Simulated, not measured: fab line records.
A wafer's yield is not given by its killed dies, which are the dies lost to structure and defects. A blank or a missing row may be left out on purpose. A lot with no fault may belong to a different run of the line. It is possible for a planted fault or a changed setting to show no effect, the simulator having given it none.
fab line records	flow n5Finfet	part 1 of 2: steps 1 to 13 of 20
record lots=5	wafers=15	lastDay=17
route steps=1938 shown FIN_SAQP@129
lots that met no fault: taken from a fault-free run of the same line
startH: the number of hours between the record's first day and the start of the first shown wafer of the lot	waitH: hours from the lot's prior step to this one	" the same as in the row above	L1.1+2: one row covering several wafers at once	- either no value or no given start	* or withheld: withheld	< > ~ a bound
route shown NAME@n: NAME is a module with steps in the file, n the number in the route of the first one	usual: average and standard deviation across the fault-free wafers	same: alike in all rows	chamber/n: place in a boat	sites: each site's reading	_std_site: how widely they spread, as a standard deviation	_edge_site: inner sites' mean taken away from outer sites' mean	radiusMm: how far each site lies from the wafer's centre	mask NAME#n: copy n	behind: the last tool/chamber to shape the wafer	hold: cause of the lot's hold/its duration in hours/its outcome	device: transistor that didn't switch, given as n, p or np	end of line: tests of these same wafers at the route's end	where a step has no rows: the recipe by itself	killed: dies that structure and defects cost at the first sort, which is not the same as the wafer's yield	map: dies across one wafer; x = killed, . = not, _ = none there
set.NAME: setting as actually run; set.NAME@STEP: the setting as run at that earlier step	model.NAME: the simulator's own value behind a step, which no gauge read
lots at selected steps of the route; one table per step, one row per wafer
services: the hour from which a tool's chamber was out of use, counted from the record's first day as startH (under 0 if before that day), plus the number of hours and why
## steps
# step N5_FIN_SAQP_ETCH_57
# recipe chemistry=CH3F/O2	target=SiNx	maskMaterial=SiO2	targetDepthA=325	timeS=46.4	pressureMtorr=30	sourceW=395	biasW=73	Ar_flow_sccm=150	CH3F_flow_sccm=30	O2_flow_sccm=20	ionEnergyEv=120	ends=cleared
# usual CH3F_flow_sccm=29.99/0.092	drypumpMotorCurrentA=5.8/0.4	etchRfOnTimeS=46.3/1.1	mfcArSccm=150.0/0.43	oesProductAu=0.66/0.052	rfVppV=298/11	showerheadPlenumPTorr=2.00/0.058	throttleValvePct=16.44/0.22
lot.wafer	tool	chamber	startH	waitH	CH3F_flow_sccm	drypumpMotorCurrentA	etchRfOnTimeS	mfcArSccm	oesProductAu	rfHoursCounterH	rfVppV	showerheadPlenumPTorr	throttleValvePct
L083.2	rieDiel-01	2	78.87	0.0	30.03	5.7	46.2	149.7	0.67	139	306	2.08	16.61
L083.3	"	1	"	"	29.98	6.5	45.1	150.3	0.60	222	311	2.06	16.19
L083.5	"	0	"	"	30.16	6.3	48.0	149.9	0.60	-	279	1.92	16.82
L089.2	rieDiel-02	3	115.83	0.0	29.88	5.9	44.3	150.8	0.83	7	294	1.96	16.23
L089.3	"	1	"	"	29.99	5.9	47.0	149.9	0.64	117	307	1.92	16.24
L089.4	"	0	"	"	29.91	5.3	46.6	149.3	0.64	169	283	1.99	16.62
L092.4	rieDiel-02	3	133.29	0.0	29.91	5.9	46.3	150.0	0.80	13	294	1.96	16.23
L092.5	"	1	"	"	29.83	5.9	46.7	150.3	0.65	-	305	1.92	16.24
L092.6	"	2	"	"	30.00	5.8	48.0	149.9	0.69	-	307	2.04	16.41
L094.1	rieDiel-02	1	145.23	0.2	29.97	5.8	45.9	150.1	0.65	127	306	1.92	16.24
L094.2	"	0	"	"	30.11	5.3	45.2	149.8	0.64	179	282	1.99	16.65
L094.5	"	1	"	"	29.91	5.8	46.0	149.6	0.64	-	306	1.92	16.25
L096.1	rieDiel-01	0	156.56	0.0	29.99	6.3	46.5	150.0	0.59	232	278	1.91	16.86
L096.2	"	2	"	"	29.93	5.7	45.7	150.4	0.65	167	307	2.07	16.66
L096.4	"	3	"	"	30.13	5.8	46.1	150.2	0.65	164	295	1.99	16.32
# step N5_FIN_SAQP_ETCH_65
# recipe chemistry=CF4	target=SiO2	targetDepthA=40	ionEnergyEv=350	timeS=4.4	pressureMtorr=10	icpW=800	biasW=400	cf4FlowSccm=80
# usual cf4FlowSccm=79.96/0.25	drypumpMotorCurrentA=5.5/0.55	oesProductAu=0.991/0.02	throttleValvePct=21.76/0.24
lot.wafer	tool	chamber	startH	waitH	cf4FlowSccm	drypumpMotorCurrentA	oesProductAu	rfHoursCounterH	throttleValvePct
L083.2	rieSi-06	3	78.98	0.1	79.94	4.9	0.972	6	21.42
L083.3	"	1	"	"	79.83	6.0	0.974	126	21.58
L083.5	"	2	"	"	80.10	5.0	0.993	-	21.72
L089.2	rieSi-01	0	115.94	0.1	79.77	5.9	1.039	82	21.89
L089.3	"	3	"	"	79.80	5.9	0.998	110	22.14
L089.4	"	1	"	"	79.51	5.7	1.001	124	21.65
L092.4	rieSi-05	1	133.40	0.1	80.05	5.4	1.021	74	22.00
L092.5	"	2	"	"	79.91	5.8	1.025	-	21.81
L092.6	"	3	"	"	79.59	5.5	1.005	-	21.55
L094.1	rieSi-06	0	145.34	0.1	79.86	6.6	0.988	172	21.95
L094.2	"	2	"	"	80.08	5.0	0.996	2	21.71
L094.5	"	3	"	"	80.13	5.0	0.964	-	21.42
L096.1	rieSi-05	2	156.66	0.1	79.95	5.7	1.024	19	21.83
L096.2	"	0	"	"	80.11	4.9	1.000	9	22.19
L096.4	"	1	"	"	79.95	5.4	1.036	74	22.00
# step N5_FIN_SAQP_MANDREL_ETCH_58
# recipe chemistry=HBr/Cl2	target=a-Si	targetDepthA=450	btTimeS=10	stopOn=SiNx	maskMaterial=SiO2	overEtchFrac=0.8	timeS=27	pressureMtorr=10	icpW=800	biasW=75	HBr_flow_sccm=150	Cl2_flow_sccm=80	ends=endPoint
# usual drypumpMotorCurrentA=5.5/0.55	oesProductAu=0.699/0.009	throttleValvePct=35.58/0.27
lot.wafer	tool	chamber	startH	waitH	drypumpMotorCurrentA	oesProductAu	rfHoursCounterH	throttleValvePct
L083.2	rieSi-06	3	79.01	0.0	5.0	0.687	6	35.53
L083.3	"	1	"	"	6.0	0.699	126	35.35
L083.5	"	2	"	"	5.0	0.716	-	35.65
L089.2	rieSi-01	0	115.97	0.0	6.0	0.696	82	35.32
L089.3	"	3	"	"	5.9	0.687	110	36.19
L089.4	"	1	"	"	5.7	0.708	124	35.60
L092.4	rieSi-05	1	133.43	0.0	5.4	0.704	74	35.92
L092.5	"	2	"	"	5.7	0.696	-	35.75
L092.6	"	3	"	"	5.5	0.695	-	35.15
L094.1	rieSi-06	0	145.37	0.0	6.6	0.704	172	35.55
L094.2	"	2	"	"	5.0	0.700	2	35.69
L094.5	"	3	"	"	5.0	0.686	-	35.53
L096.1	rieSi-05	2	156.70	0.0	5.8	0.703	19	35.75
L096.2	"	0	"	"	4.9	0.697	9	36.03
L096.4	"	1	"	"	5.4	0.709	74	35.92
# step N5_FIN_SAQP_RECESS_63
# recipe chemistry=HF/NH3	target=SiO2	targetDepthA=180	afsCycles=3	tempC=30	sublimationTempC=180	sublimationTimeS=60
# usual drypumpMotorCurrentA=5.4/0.48	forelinePTorr=0.1280/0.00054
lot.wafer	tool	chamber	startH	waitH	drypumpMotorCurrentA	forelinePTorr
L083.2	vaporEtch-02	1	79.09	0.1	5.3	0.1277
L083.3	"	0	"	"	5.8	0.1285
L083.5	"	0	"	"	5.8	0.1280
L089.2	vaporEtch-01	0	116.05	0.1	4.7	0.1290
L089.3	"	1	"	"	6.0	0.1280
L089.4	"	0	"	"	4.7	0.1288
L092.4	vaporEtch-02	0	133.63	0.2	5.8	0.1277
L092.5	"	1	"	"	5.3	0.1284
L092.6	"	0	"	"	5.8	0.1279
L094.1	vaporEtch-02	0	145.45	0.1	5.8	0.1278
L094.2	"	1	"	"	5.3	0.1277
L094.5	"	1	"	"	5.3	0.1279
L096.1	vaporEtch-01	1	156.78	0.1	5.9	0.1278
L096.2	"	0	"	"	4.7	0.1270
L096.4	"	1	"	"	5.9	0.1274
# step N5_FIN_SAQP_COAT_68
# recipe resist=SOC	tempC=250	timeS=60	spinRpm=1500	resistThkNm=100
lot.wafer	tool	chamber	startH	waitH
L083.2+3+5	lithoTrack-02	0	79.48	0.3
L089.2+3+4	lithoTrack-03	0	116.44	0.3
L092.4+5+6	lithoTrack-02	0	133.91	0.2
L094.1+2+5	lithoTrack-03	0	145.84	0.3
L096.1+2+4	lithoTrack-05	0	157.16	0.3
# step N5_FIN_SAQP_ETCH_69
# recipe chemistry=N2/H2	target=SOC	targetDepthA=1500	stopOn=SiNx	ionEnergyEv=100	biasW=61	pressureMtorr=30	sourceW=850	n2FlowSccm=200	h2FlowSccm=200
# usual drypumpMotorCurrentA=5.8/0.45	n2FlowSccm=200.0/0.61	oesProductAu=0.75/0.057	rfVppV=240.7/1.3	showerheadPlenumPTorr=2.55/0.076	throttleValvePct=17.98/0.24
lot.wafer	tool	chamber	startH	waitH	drypumpMotorCurrentA	n2FlowSccm	oesProductAu	rfHoursCounterH	rfVppV	showerheadPlenumPTorr	throttleValvePct
L083.2	rieDiel-01	2	79.54	-	5.7	200.3	0.78	139	243.5	2.66	18.17
L083.3	"	0	"	"	6.3	199.5	0.70	203	238.6	2.42	18.20
L083.5	"	1	"	"	6.6	199.7	0.71	-	241.2	2.65	17.73
L089.2	rieDiel-02	1	116.66	-	5.9	198.9	0.75	117	239.4	2.48	18.02
L089.3	"	3	"	"	5.9	199.8	0.94	7	239.4	2.51	17.90
L089.4	"	2	"	"	5.8	199.4	0.79	77	240.6	2.59	17.87
L092.4	rieDiel-01	0	134.09	-	6.3	199.0	0.70	223	240.4	2.42	18.22
L092.5	"	1	"	"	6.5	200.1	0.69	-	242.9	2.64	17.75
L092.6	"	0	"	"	6.3	199.3	0.69	-	238.4	2.41	18.22
L094.1	rieDiel-01	0	145.93	-	6.3	200.8	0.69	228	237.9	2.41	18.22
L094.2	"	2	"	"	5.7	201.0	0.76	163	242.6	2.65	18.22
L094.5	"	2	"	"	5.7	200.5	0.76	-	242.9	2.65	18.21
L096.1	rieDiel-01	1	157.37	-	6.5	200.2	0.69	244	240.2	2.64	17.77
L096.2	"	0	"	"	6.3	199.7	0.68	233	238.7	2.41	18.23
L096.4	"	2	"	"	5.7	200.1	0.76	167	242.1	2.65	18.22
# step N5_FIN_SAQP_ETCH_67
# recipe chemistry=CH3F/O2	target=SiNx	targetDepthA=300	maskMaterial=SOC	pressureMtorr=30	sourceW=395	biasW=73	Ar_flow_sccm=150	CH3F_flow_sccm=30	O2_flow_sccm=20	ionEnergyEv=120
# usual CH3F_flow_sccm=30.01/0.079	drypumpMotorCurrentA=5.8/0.45	mfcArSccm=150.0/0.48	oesProductAu=0.76/0.059	rfVppV=298/10	showerheadPlenumPTorr=2.00/0.06	throttleValvePct=16.49/0.22
lot.wafer	tool	chamber	startH	waitH	CH3F_flow_sccm	drypumpMotorCurrentA	mfcArSccm	oesProductAu	rfHoursCounterH	rfVppV	showerheadPlenumPTorr	throttleValvePct
L083.2	rieDiel-01	2	79.60	0.0	30.03	5.7	150.3	0.80	139	308	2.08	16.65
L083.3	"	0	"	"	29.92	6.3	149.7	0.70	203	280	1.92	16.83
L083.5	"	1	"	"	29.86	6.5	150.7	0.71	-	311	2.06	16.19
L089.2	rieDiel-02	1	116.72	0.0	30.02	5.8	149.5	0.76	117	307	1.92	16.25
L089.3	"	3	"	"	30.02	5.9	150.1	0.95	7	293	1.96	16.25
L089.4	"	2	"	"	30.01	5.7	150.3	0.82	77	307	2.04	16.41
L092.4	rieDiel-01	0	134.15	0.0	29.84	6.3	149.6	0.69	223	278	1.91	16.85
L092.5	"	1	"	"	30.07	6.5	149.7	0.70	-	312	2.06	16.23
L092.6	"	0	"	"	29.98	6.3	150.5	0.69	-	279	1.91	16.85
L094.1	rieDiel-01	0	145.99	0.0	29.94	6.3	150.2	0.69	228	280	1.91	16.86
L094.2	"	2	"	"	29.89	5.7	149.6	0.77	163	307	2.07	16.69
L094.5	"	2	"	"	29.94	5.7	150.3	0.76	-	306	2.07	16.68
L096.1	rieDiel-01	1	157.43	0.0	30.19	6.5	149.7	0.70	244	310	2.06	16.24
L096.2	"	0	"	"	30.09	6.2	150.1	0.69	233	280	1.91	16.88
L096.4	"	2	"	"	29.98	5.7	149.8	0.76	167	306	2.07	16.68
# step N5_FIN_SAQP_STRIP_70
# recipe chemistry=N2/H2	powerW=500	tempC=40	pressureMtorr=50	rfFrequencyHz=6e+07	overashFraction=0.3	biasPowerW=28	h2Frac=0.5	n2FlowSccm=300	h2FlowSccm=300
# usual drypumpMotorCurrentA=5.8/0.45	n2FlowSccm=300.0/0.81	oesProductAu=0.76/0.063	rfVppV=121.9/0.95	showerheadPlenumPTorr=3.37/0.097	throttleValvePct=19.1/0.4
lot.wafer	tool	chamber	startH	waitH	drypumpMotorCurrentA	n2FlowSccm	oesProductAu	rfHoursCounterH	rfVppV	showerheadPlenumPTorr	throttleValvePct
L083.2	rieDiel-01	2	79.64	0.0	5.7	300.7	0.80	139	121.3	3.51	19.2
L083.3	"	0	"	"	6.3	300.0	0.70	203	120.4	3.21	19.1
L083.5	"	1	"	"	6.6	299.5	0.71	-	121.6	3.49	18.8
L089.2	rieDiel-02	1	116.76	0.0	5.9	300.3	0.77	117	120.5	3.28	19.4
L089.3	"	3	"	"	5.9	300.5	0.95	7	121.5	3.32	19.2
L089.4	"	2	"	"	5.8	302.0	0.83	77	122.0	3.42	18.8
L092.4	rieDiel-01	0	134.19	0.0	6.3	299.6	0.68	223	121.4	3.20	19.1
L092.5	"	1	"	"	6.5	300.2	0.69	-	123.0	3.48	18.8
L092.6	"	0	"	"	6.2	300.7	0.68	-	121.7	3.20	19.2
L094.1	rieDiel-01	0	146.03	0.0	6.3	299.6	0.68	228	121.5	3.19	19.2
L094.2	"	2	"	"	5.7	299.9	0.76	163	120.9	3.49	19.3
L094.5	"	2	"	"	5.7	299.9	0.77	-	122.6	3.49	19.3
L096.1	rieDiel-01	1	157.47	0.0	6.6	300.6	0.68	244	122.9	3.48	18.8
L096.2	"	0	"	"	6.3	300.3	0.67	233	121.3	3.19	19.2
L096.4	"	2	"	"	5.7	299.4	0.75	167	123.0	3.49	19.3
# step N5_FIN_SAQP_RECESS_71
# recipe chemistry=HF/NH3	target=SiO2	targetDepthA=30	afsCycles=1	tempC=30	sublimationTempC=180	sublimationTimeS=60
# usual drypumpMotorCurrentA=5.4/0.5	forelinePTorr=0.1280/0.00054
lot.wafer	tool	chamber	startH	waitH	drypumpMotorCurrentA	forelinePTorr
L083.2	vaporEtch-01	0	79.70	0.0	4.7	0.1280
L083.3	"	0	"	"	4.7	0.1275
L083.5	"	0	"	"	4.7	0.1278
L089.2	vaporEtch-02	1	116.82	0.0	5.3	0.1273
L089.3	"	1	"	"	5.3	0.1277
L089.4	"	0	"	"	5.8	0.1274
L092.4	vaporEtch-02	0	134.29	0.1	5.8	0.1276
L092.5	"	0	"	"	5.8	0.1281
L092.6	"	1	"	"	5.3	0.1273
L094.1	vaporEtch-02	1	146.09	0.0	5.3	0.1276
L094.2	"	0	"	"	5.8	0.1278
L094.5	"	0	"	"	5.8	0.1280
L096.1	vaporEtch-02	0	157.53	0.0	5.8	0.1281
L096.2	"	1	"	"	5.3	0.1275
L096.4	"	1	"	"	5.3	0.1286
# step N5_FIN_SAQP_SPACER2_ALD_28
# recipe material=SiO2	targetThkA=81	tempC=300	aldPrecursorFamily=BDEAS	aldCoReactant=O2-plasma	pulseTimeS=1	purgeTimeS=2	coReactantPurgeTimeS=2	pressureTorr=2
# usual heaterPowerW=492/61	precursorPulseHeightRel=1.002/0.019	susceptorTempC=299.99/0.19
lot.wafer	tool	chamber	startH	waitH	heaterPowerW	precursorPulseHeightRel	susceptorTempC
L083.2	aldSin-04	3	80.18	0.4	430	1.030	300.20
L083.3	"	0	"	"	408	0.992	300.15
L083.5	"	1	"	"	521	1.001	299.91
L089.2	aldSin-01	3	118.37	1.5	443	0.994	300.54
L089.3	"	0	"	"	522	1.026	300.08
L089.4	"	1	"	"	483	1.003	300.24
L092.4	aldSin-01	0	134.39	0.1	532	1.068	300.11
L092.5	"	1	"	"	476	1.022	300.13
L092.6	"	0	"	"	521	0.993	300.12
L094.1	aldSin-01	3	146.23	0.1	445	1.025	299.58
L094.2	"	1	"	"	478	1.020	299.81
L094.5	"	2	"	"	486	0.993	300.12
L096.1	aldSin-03	0	157.67	0.1	635	0.965	299.91
L096.2	"	1	"	"	371	1.016	299.93
L096.4	"	2	"	"	498	1.020	300.32
# step N5_FIN_SAQP_SPACER2_ETCHBACK_29
# recipe chemistry=CHF3/O2	mode=anisotropicEtchback	target=SiO2	targetDepthA=122	timeS=6.1	pressureMtorr=30	sourceW=650	biasW=170	Ar_flow_sccm=200	CHF3_flow_sccm=50	O2_flow_sccm=5	ionEnergyEv=200
# usual drypumpMotorCurrentA=5.8/0.46	mfcArSccm=200.1/0.62	oesProductAu=0.75/0.059	rfVppV=524/18	showerheadPlenumPTorr=2.41/0.07	throttleValvePct=19.02/0.23
lot.wafer	tool	chamber	startH	waitH	drypumpMotorCurrentA	mfcArSccm	oesProductAu	rfHoursCounterH	rfVppV	showerheadPlenumPTorr	throttleValvePct
L083.2	rieDiel-05	3	80.51	0.2	5.7	200.0	0.71	198	536	2.49	18.85
L083.3	"	2	"	"	5.9	200.7	0.75	170	535	2.39	18.85
L083.5	"	0	"	"	6.4	200.3	0.78	-	507	2.34	18.94
L089.2	rieDiel-05	3	118.70	0.2	5.6	201.2	0.69	210	535	2.49	18.86
L089.3	"	1	"	"	4.8	200.4	0.70	185	535	2.51	19.35
L089.4	"	2	"	"	5.9	201.6	0.74	183	533	2.39	18.87
L092.4	rieDiel-01	3	134.72	0.2	5.8	200.5	0.77	155	521	2.40	18.90
L092.5	"	1	"	"	6.5	201.6	0.70	-	546	2.47	18.71
L092.6	"	0	"	"	6.3	200.4	0.70	-	491	2.31	19.42
L094.1	rieDiel-01	3	146.56	0.2	5.8	199.6	0.77	160	522	2.40	18.91
L094.2	"	0	"	"	6.2	200.2	0.69	228	491	2.31	19.42
L094.5	"	2	"	"	5.7	199.9	0.77	-	542	2.49	19.26
L096.1	rieDiel-05	2	158.00	0.2	5.9	200.1	0.72	196	535	2.39	18.91
L096.2	"	1	"	"	4.8	198.7	0.69	199	533	2.50	19.40
L096.4	"	0	"	"	6.4	199.6	0.74	156	507	2.33	18.97
# step N5_FIN_SAQP_MANDREL2_REMOVE_60
# recipe chemistry=HBr/Cl2/O2	btTimeS=10	target=a-Si	stopOn=SiNx	endpoint=OES-SiCl	overEtchFrac=1	icpW=600	biasW=22	HBr_flow_sccm=150	Cl2_flow_sccm=80	O2_flow_sccm=5	pressureMtorr=10
# usual drypumpMotorCurrentA=5.6/0.48	oesProductAu=0.993/0.012	throttleValvePct=36.8/0.31
lot.wafer	tool	chamber	startH	waitH	drypumpMotorCurrentA	oesProductAu	rfHoursCounterH	throttleValvePct
L083.2	rieSi-05	3	80.59	0.1	5.5	0.988	78	36.3
L083.3	"	0	"	"	4.9	0.990	7	37.2
L083.5	"	0	"	"	4.9	0.985	-	37.2
L089.2	rieSi-01	2	118.78	0.1	5.0	0.991	49	36.6
L089.3	"	1	"	"	5.7	1.008	124	36.8
L089.4	"	3	"	"	5.9	0.971	110	37.3
L092.4	rieSi-01	0	134.80	0.1	6.0	1.007	83	36.4
L092.5	"	3	"	"	5.9	0.981	-	37.3
L092.6	"	0	"	"	5.9	1.000	-	36.4
L094.1	rieSi-05	3	146.65	0.1	5.5	0.987	79	36.3
L094.2	"	1	"	"	5.4	1.013	74	37.0
L094.5	"	1	"	"	5.4	1.017	-	37.1
L096.1	rieSi-05	1	158.08	0.1	5.4	1.009	74	37.1
L096.2	"	2	"	"	5.7	0.997	19	36.9
L096.4	"	3	"	"	5.5	0.995	79	36.3
# step N5_FIN_SAQP_CD_MEAS_31
# recipe targetCdNm=8	landingEnergyEv=1000	detector=seInlens	polarity=line
# usual cdNm=8.13/0.24
lot.wafer	tool	chamber	startH	waitH	cdNm
L083.2	cdSem-01	0	80.71	0.1	7.92
L083.3	"	0	"	"	8.11
L083.5	"	0	"	"	8.33
L089.2	cdSem-03	0	118.90	0.1	8.46
L089.3	"	0	"	"	7.70
L089.4	"	0	"	"	8.25
L092.4	cdSem-01	0	134.92	0.1	7.93
L092.5	"	0	"	"	7.70
L092.6	"	0	"	"	8.35
L094.1	cdSem-03	0	146.76	0.1	7.86
L094.2	"	0	"	"	7.83
L094.5	"	0	"	"	8.14
L096.1	cdSem-01	0	158.19	0.1	7.92
L096.2	"	0	"	"	7.63
L096.4	"	0	"	"	7.94
